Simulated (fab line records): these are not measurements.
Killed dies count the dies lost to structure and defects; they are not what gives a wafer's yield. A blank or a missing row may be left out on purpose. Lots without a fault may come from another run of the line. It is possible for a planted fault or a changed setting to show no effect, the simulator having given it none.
fab line records -- flow nand_harc -- part 2 of 2: steps 4 to 6 of 6
[record] lots = 22, wafers = 66, last_day = 24
route steps=1159 shown A_STAIRCASE@726 A_SGD_CUT@761 A_SLIT@794 A_WL_FILL@810
lots untouched by any fault: they come from a run of this same line in which no faults occurred
start_h: the number of hours between the record's first day and the start of the first shown wafer of the lot -- wait_h: hours from the lot's prior step to this one -- " identical to the entry in the row above -- L1.1+2: a row that stands for several wafers -- - no value present, or no start provided -- * or withheld: withheld -- < > ~ a bound
route shown NAME@n: NAME is a module with steps in the file, n the number in the route of the first one -- usual: average and standard deviation across the fault-free wafers -- same: alike in all rows -- chamber/n: place in a boat -- sites: each site's reading -- _std_site: standard deviation of those values -- _edge_site: mean of outer sites minus mean of inner sites -- radius_mm: how far each site lies from the wafer's centre -- mask NAME#n: copy n -- behind: the tool/chamber that last shaped the wafer -- hold: cause of the lot's hold/its duration in hours/its outcome -- device: which transistor (n, p or np) failed to switch -- end of line: the route-end tests of the same wafers -- a step given without rows: its recipe and nothing more -- killed: not the wafer's yield, but the dies lost to structure and defects at the first sort -- map: per-die view of a wafer (x killed, . not killed, _ where there is no die)
set.NAME: setting as actually run; set.NAME@STEP: the setting as run at that earlier step -- model.NAME: the simulator's own value behind a step, which no gauge read
the route's steps for a sample of lots (tables are steps, rows are wafers)
services: the hour from which a tool's chamber was out of use, counted from the record's first day as start_h (under 0 if before that day), plus the number of hours and why
[[steps]]
[step NHARC_A_SLIT_ETCH_15]
[recipe] target_depth_a = 32000, over_etch_frac = 0.3, time_s = 832, ion_energy_ev = 150, o2_flow_sccm = 400, cos_flow_sccm = 20, ar_flow_sccm = 0, rf_w = 500, bias_w = 300, chemistry = O2/COS
[usual] drypump_motor_current_A = 5.9/0.55, oes_product_au = 1.003/0.0086, rf_vpp_V = 313.7/2, showerhead_plenum_p_Torr = 3.09/0.13, throttle_valve_pct = 28.330/0.0096
lot.wafer,tool,chamber,start_h,wait_h,drypump_motor_current_A,oes_product_au,rf_hours_counter_h,rf_vpp_V,showerhead_plenum_p_Torr,throttle_valve_pct
L074.1,rie_diel-12,1,-,-,5.8,1.006,6,312.3,2.92,28.324
L074.6,rie_diel-12,0,-,-,5.7,0.984,-,313.3,2.99,28.319
L074.5,rie_diel-12,1,-,-,5.8,1.013,-,311.8,2.92,28.329
L075.1,rie_diel-13,2,-,-,6.0,0.997,3,310.7,2.93,28.327
L075.4,rie_diel-13,3,-,-,5.0,1.018,3,312.8,3.04,28.343
L075.2,rie_diel-13,1,-,-,6.0,1.010,3,314.1,3.16,28.327
L077.2,rie_diel-04,3,-,-,6.0,0.982,4,313.1,3.13,28.311
L077.3,rie_diel-04,1,-,-,5.3,0.988,3,313.7,3.17,28.325
L077.4,rie_diel-04,1,-,-,5.4,0.981,-,315.0,3.17,28.324
L076.3,rie_diel-13,1,-,-,6.0,1.013,5,316.2,3.16,28.337
L076.4,rie_diel-13,3,-,-,5.0,1.006,-,312.2,3.04,28.337
L076.5,rie_diel-13,1,-,-,6.0,1.009,-,314.3,3.16,28.320
L080.3,rie_diel-04,0,-,-,5.8,0.997,3,313.8,3.11,28.342
L080.5,rie_diel-04,2,-,-,4.8,1.009,-,312.2,3.03,28.325
L080.6,rie_diel-04,3,-,-,6.0,1.005,-,312.0,3.13,28.316
L078.2,rie_diel-12,2,-,-,6.7,0.989,9,314.1,3.26,28.312
L078.4,rie_diel-12,0,-,-,5.7,1.000,-,312.4,2.99,28.325
L078.5,rie_diel-12,2,-,-,6.7,1.005,-,316.2,3.26,28.336
L081.3,rie_diel-04,1,-,-,5.4,1.004,5,316.2,3.17,28.324
L081.4,rie_diel-04,2,-,-,4.8,1.004,6,314.8,3.03,28.329
L081.6,rie_diel-04,1,-,-,5.4,1.001,-,313.5,3.17,28.322
L082.2,rie_diel-04,0,-,-,5.8,0.999,5,313.5,3.11,28.330
L082.3,rie_diel-04,1,-,-,5.4,1.006,6,314.8,3.17,28.324
L082.6,rie_diel-04,1,-,-,5.3,0.992,-,314.6,3.17,28.320
L083.2,rie_diel-12,1,-,-,5.8,1.010,8,308.9,2.92,28.328
L083.1,rie_diel-12,3,-,-,6.1,1.021,11,316.5,3.33,28.339
L083.5,rie_diel-12,2,-,-,6.7,0.996,-,317.4,3.26,28.329
L086.4,rie_diel-13,0,-,-,6.7,1.003,7,310.3,2.94,28.338
L086.2,rie_diel-13,1,-,-,6.0,1.003,9,313.7,3.16,28.334
L086.3,rie_diel-13,2,-,-,5.9,1.007,9,311.4,2.92,28.325
L087.2,rie_diel-13,3,-,-,5.0,1.016,10,312.7,3.03,28.330
L087.1,rie_diel-13,0,-,-,6.7,1.012,8,312.5,2.94,28.330
L087.3,rie_diel-13,2,-,-,5.9,1.012,10,310.6,2.92,28.321
L084.2,rie_diel-12,1,-,-,5.8,1.005,1,310.7,2.92,28.314
L084.1,rie_diel-12,2,-,-,6.7,1.006,1,317.3,3.26,28.324
L084.5,rie_diel-12,2,-,-,6.6,1.016,-,317.0,3.26,28.309
L085.4,rie_diel-13,0,-,-,6.7,1.006,8,310.7,2.94,28.322
L085.3,rie_diel-13,2,-,-,5.9,1.001,10,313.1,2.92,28.332
L085.1,rie_diel-13,3,-,-,5.0,1.005,10,313.4,3.03,28.322
L088.3,rie_diel-13,3,-,-,5.0,0.994,11,310.5,3.03,28.341
L088.2,rie_diel-13,2,-,-,5.9,0.993,11,311.3,2.92,28.327
L088.6,rie_diel-13,0,-,-,6.7,0.993,-,312.0,2.94,28.320
L092.2,rie_diel-04,1,-,-,5.4,1.012,9,313.5,3.16,28.326
L092.4,rie_diel-04,2,-,-,4.8,1.009,9,313.6,3.03,28.330
L092.5,rie_diel-04,1,-,-,5.4,1.007,-,314.6,3.16,28.326
L089.2,rie_diel-13,2,-,-,6.0,0.992,11,310.1,2.92,28.321
L089.4,rie_diel-13,3,-,-,5.0,0.999,12,313.5,3.03,28.330
L089.5,rie_diel-13,1,-,-,6.0,1.002,-,314.6,3.15,28.345
L091.4,rie_diel-04,3,-,-,6.0,1.003,11,314.4,3.13,28.315
L091.3,rie_diel-04,1,-,-,5.4,1.003,10,314.3,3.16,28.352
L091.6,rie_diel-04,3,-,-,6.0,0.998,-,314.9,3.13,28.329
L093.3,rie_diel-12,0,-,-,5.7,1.008,2,313.6,2.99,28.342
L093.2,rie_diel-12,1,-,-,5.8,0.993,3,309.9,2.92,28.325
L093.5,rie_diel-12,2,-,-,6.7,1.008,-,316.2,3.26,28.326
L094.1,rie_diel-12,2,-,-,6.6,1.013,4,315.4,3.26,28.330
L094.4,rie_diel-12,3,-,-,6.2,1.000,4,316.8,3.33,28.330
L094.6,rie_diel-12,1,-,-,5.8,1.007,-,310.8,2.92,28.318
L095.4,rie_diel-13,3,-,-,5.0,1.008,14,312.5,3.03,28.328
L095.1,rie_diel-13,2,-,-,5.9,1.000,14,311.0,2.92,28.323
L095.6,rie_diel-13,3,-,-,5.0,1.007,-,313.5,3.03,28.339
L096.4,rie_diel-04,0,-,-,5.8,0.985,11,314.3,3.10,28.336
L096.1,rie_diel-04,2,-,-,4.8,1.001,12,312.6,3.03,28.324
L096.6,rie_diel-04,3,-,-,6.0,0.988,-,314.8,3.12,28.342
L097.4,rie_diel-12,2,-,-,6.7,1.022,5,317.1,3.26,28.337
L097.1,rie_diel-12,0,-,-,5.6,1.006,4,312.6,2.99,28.338
L097.6,rie_diel-12,3,-,-,6.2,1.009,-,316.7,3.33,28.331
[step NHARC_A_WL_FILL_RTA_01]
[recipe] temp_c = 1000, time_s = 5
[usual] lamp_power_pct = 33.5/1.8, wafer_temp_C_max = 1005.5/1.5
lot.wafer,tool,chamber,start_h,wait_h,lamp_power_pct,wafer_temp_C_max
L075.1,rtp_anneal-01,0,334.21,-,31.6,1006.5
L075.2,rtp_anneal-01,0,334.21,-,31.7,1005.8
L075.4,rtp_anneal-01,0,334.21,-,31.6,1007.0
L074.1,rtp_anneal-02,0,334.42,-,35.4,1003.4
L074.5,rtp_anneal-02,0,334.42,-,35.3,1002.9
L074.6,rtp_anneal-02,0,334.42,-,35.3,1003.3
L076.3,rtp_anneal-01,0,349.69,-,31.6,1005.3
L076.4,rtp_anneal-01,0,349.69,-,31.7,1006.1
L076.5,rtp_anneal-01,0,349.69,-,31.6,1005.4
L077.2,rtp_anneal-01,0,349.84,-,31.6,1006.4
L077.3,rtp_anneal-01,0,349.84,-,31.7,1005.1
L077.4,rtp_anneal-01,0,349.84,-,31.6,1006.6
L080.3,rtp_anneal-02,0,362.64,-,35.3,1002.9
L080.5,rtp_anneal-02,0,362.64,-,35.3,1003.5
L080.6,rtp_anneal-02,0,362.64,-,35.3,1004.7
L081.3,rtp_anneal-01,0,375.58,-,31.7,1006.5
L081.4,rtp_anneal-01,0,375.58,-,31.6,1005.8
L081.6,rtp_anneal-01,0,375.58,-,31.7,1007.1
L078.2,rtp_anneal-02,0,375.71,-,35.3,1005.0
L078.4,rtp_anneal-02,0,375.71,-,35.3,1004.3
L078.5,rtp_anneal-02,0,375.71,-,35.3,1005.8
L082.2,rtp_anneal-02,0,390.24,-,35.4,1005.3
L082.3,rtp_anneal-02,0,390.24,-,35.3,1003.9
L082.6,rtp_anneal-02,0,390.24,-,35.3,1004.3
L083.1,rtp_anneal-02,0,390.38,-,35.3,1003.8
L083.2,rtp_anneal-02,0,390.38,-,35.4,1002.8
L083.5,rtp_anneal-02,0,390.38,-,35.4,1002.6
L086.2,rtp_anneal-02,0,404.65,0.3,35.3,1003.4
L086.3,rtp_anneal-02,0,404.65,0.3,35.3,1005.5
L086.4,rtp_anneal-02,0,404.65,0.3,35.3,1006.2
L087.1,rtp_anneal-01,0,413.44,-,31.6,1005.1
L087.2,rtp_anneal-01,0,413.44,-,31.6,1004.9
L087.3,rtp_anneal-01,0,413.44,-,31.7,1005.3
L084.1,rtp_anneal-02,0,413.44,-,35.4,1003.1
L084.2,rtp_anneal-02,0,413.44,-,35.3,1003.7
L084.5,rtp_anneal-02,0,413.44,-,35.4,1004.4
L085.1,rtp_anneal-01,0,413.60,-,31.7,1008.3
L085.3,rtp_anneal-01,0,413.60,-,31.7,1006.9
L085.4,rtp_anneal-01,0,413.60,-,31.7,1004.9
L088.2,rtp_anneal-02,0,430.75,-,35.4,1004.9
L088.3,rtp_anneal-02,0,430.75,-,35.3,1006.9
L088.6,rtp_anneal-02,0,430.75,-,35.3,1006.2
L092.2,rtp_anneal-01,0,430.98,-,31.8,1008.5
L092.4,rtp_anneal-01,0,430.98,-,31.7,1007.3
L092.5,rtp_anneal-01,0,430.98,-,31.6,1008.2
L089.2,rtp_anneal-01,0,431.32,-,31.6,1006.7
L089.4,rtp_anneal-01,0,431.32,-,31.7,1007.0
L089.5,rtp_anneal-01,0,431.32,-,31.7,1006.3
L091.3,rtp_anneal-02,0,435.24,-,35.2,1005.1
L091.4,rtp_anneal-02,0,435.24,-,35.3,1003.8
L091.6,rtp_anneal-02,0,435.24,-,35.3,1003.4
L093.2,rtp_anneal-02,0,440.01,-,35.3,1003.4
L093.3,rtp_anneal-02,0,440.01,-,35.4,1005.8
L093.5,rtp_anneal-02,0,440.01,-,35.3,1005.5
L094.1,rtp_anneal-01,0,458.88,-,31.6,1005.2
L094.4,rtp_anneal-01,0,458.88,-,31.6,1008.2
L094.6,rtp_anneal-01,0,458.88,-,31.6,1004.4
L095.1,rtp_anneal-02,0,459.04,-,35.3,1005.0
L095.4,rtp_anneal-02,0,459.04,-,35.3,1003.7
L095.6,rtp_anneal-02,0,459.04,-,35.3,1005.2
L097.1,rtp_anneal-01,0,466.05,-,31.6,1007.9
L097.4,rtp_anneal-01,0,466.05,-,31.7,1006.0
L097.6,rtp_anneal-01,0,466.05,-,31.7,1005.8
L096.1,rtp_anneal-01,0,466.22,0.3,31.6,1008.3
L096.4,rtp_anneal-01,0,466.22,0.3,31.6,1005.9
L096.6,rtp_anneal-01,0,466.22,0.3,31.7,1005.8
[step NHARC_A_WL_FILL_STRIP_27]
[recipe] power_w = 1500, temp_c = 250, time_s = 20, chemistry = N2/H2
[usual] drypump_motor_current_A = 5.4/0.4, heater_power_w = 366/31
lot.wafer,tool,chamber,start_h,wait_h,drypump_motor_current_A,heater_power_w,rf_hours_counter_h
L075.1,plasma_asher-01,0,338.90,0.2,5.3,366,16
L075.2,plasma_asher-01,1,338.90,0.2,5.1,324,16
L075.4,plasma_asher-01,1,338.90,0.2,5.1,323,-
L074.1,plasma_asher-02,0,339.02,0.3,6.1,373,52
L074.5,plasma_asher-02,0,339.02,0.3,6.1,363,-
L074.6,plasma_asher-02,1,339.02,0.3,5.2,429,-
L076.4,plasma_asher-01,1,354.00,0.1,5.1,324,-
L076.3,plasma_asher-01,0,354.00,0.1,5.3,380,-
L076.5,plasma_asher-01,0,354.00,0.1,5.3,376,-
L077.2,plasma_asher-02,0,356.78,0.1,6.1,366,57
L077.3,plasma_asher-02,0,356.78,0.1,6.1,369,-
L077.4,plasma_asher-02,1,356.78,0.1,5.2,433,-
L080.3,plasma_asher-01,0,366.97,0.2,5.4,365,-
L080.5,plasma_asher-01,0,366.97,0.2,5.3,369,-
L080.6,plasma_asher-01,1,366.97,0.2,5.1,315,-
L081.4,plasma_asher-01,0,382.28,0.2,5.3,369,-
L081.3,plasma_asher-01,1,382.28,0.2,5.1,327,-
L081.6,plasma_asher-01,1,382.28,0.2,5.1,322,-
L078.2,plasma_asher-01,0,385.05,0.1,5.4,371,35
L078.4,plasma_asher-01,1,385.05,0.1,5.1,328,-
L078.5,plasma_asher-01,0,385.05,0.1,5.3,377,-
L082.2,plasma_asher-01,0,396.08,0.1,5.4,366,38
L082.3,plasma_asher-01,1,396.08,0.1,5.1,322,-
L082.6,plasma_asher-01,1,396.08,0.1,5.1,331,-
L083.1,plasma_asher-02,0,396.82,0.1,6.1,381,9
L083.2,plasma_asher-02,1,396.82,0.1,5.2,385,9
L083.5,plasma_asher-02,1,396.82,0.1,5.2,384,-
L086.2,plasma_asher-01,1,411.83,0.1,5.1,320,42
L086.4,plasma_asher-01,1,411.83,0.1,5.1,323,-
L086.3,plasma_asher-01,0,411.83,0.1,5.3,377,-
L087.2,plasma_asher-02,0,420.29,0.1,6.2,384,15
L087.1,plasma_asher-02,1,420.29,0.1,5.2,406,15
L087.3,plasma_asher-02,0,420.29,0.1,6.1,378,-
L084.2,plasma_asher-01,0,420.29,0.1,5.3,367,45
L084.1,plasma_asher-01,1,420.29,0.1,5.1,318,45
L084.5,plasma_asher-01,0,420.29,0.1,5.3,370,-
L085.1,plasma_asher-02,1,423.06,0.1,5.2,396,16
L085.3,plasma_asher-02,1,423.06,0.1,5.3,392,-
L085.4,plasma_asher-02,0,423.06,0.1,6.1,381,-
L088.2,plasma_asher-02,0,435.12,0.2,6.1,381,21
L088.3,plasma_asher-02,1,435.12,0.2,5.2,393,-
L088.6,plasma_asher-02,1,435.12,0.2,5.2,389,-
L092.2,plasma_asher-01,0,436.30,0.1,5.4,370,52
L092.4,plasma_asher-01,0,436.30,0.1,5.3,369,-
L092.5,plasma_asher-01,0,436.30,0.1,5.3,368,-
L089.2,plasma_asher-01,0,439.11,0.1,5.3,356,54
L089.4,plasma_asher-01,1,439.11,0.1,5.1,321,-
L089.5,plasma_asher-01,0,439.11,0.1,5.3,373,-
L091.4,plasma_asher-01,0,442.00,0.1,5.3,376,-
L091.3,plasma_asher-01,1,442.00,0.1,5.1,329,-
L091.6,plasma_asher-01,0,442.00,0.1,5.3,369,-
L093.2,plasma_asher-02,0,450.13,0.2,6.1,373,27
L093.3,plasma_asher-02,0,450.13,0.2,6.1,370,-
L093.5,plasma_asher-02,1,450.13,0.2,5.2,409,-
L094.1,plasma_asher-02,1,466.40,0.2,5.2,399,33
L094.4,plasma_asher-02,0,466.40,0.2,6.1,378,-
L094.6,plasma_asher-02,0,466.40,0.2,6.2,373,-
L095.1,plasma_asher-02,0,469.34,0.3,6.1,387,35
L095.4,plasma_asher-02,1,469.34,0.3,5.2,394,-
L095.6,plasma_asher-02,0,469.34,0.3,6.1,375,-
L097.1,plasma_asher-01,1,470.40,0.1,5.1,321,0
L097.4,plasma_asher-01,1,470.40,0.1,5.1,329,-
L097.6,plasma_asher-01,0,470.40,0.1,5.4,378,-
L096.1,plasma_asher-01,1,472.78,0.1,5.1,329,1
L096.4,plasma_asher-01,0,472.78,0.1,5.3,384,-
L096.6,plasma_asher-01,0,472.78,0.1,5.3,380,-
[[services]]
tool,chamber,start_h,hours,kind
rie_diel-13,-,276.00,9.0,pm
plasma_asher-01,-,283.13,9.0,pm
rie_diel-04,-,288.90,9.0,pm
rtp_anneal-02,-,300.05,12.0,pm
rie_diel-08,-,301.86,9.0,pm
rie_diel-04,0,309.33,5.9,repair
rie_diel-12,2,313.77,2.6,repair
rie_diel-04,0,317.97,5.6,repair
rie_diel-13,0,322.65,13.7,repair
rie_diel-04,0,332.54,3.7,repair
rie_diel-12,1,334.53,19.0,repair
rie_diel-06,0,338.80,14.1,repair
rie_diel-13,0,354.34,9.4,repair
rie_diel-12,0,372.53,5.7,repair
rie_diel-04,2,378.15,10.6,repair
rie_diel-12,-,379.40,9.0,pm
rie_diel-12,0,389.24,11.2,repair
rie_diel-12,2,413.79,5.4,repair
rie_diel-06,-,418.20,9.0,pm
rie_diel-06,0,432.96,1.4,repair
rie_diel-06,1,448.11,5.5,repair
rie_diel-13,-,453.00,9.0,pm
plasma_asher-01,-,460.26,9.0,pm
rie_diel-04,-,465.90,9.0,pm
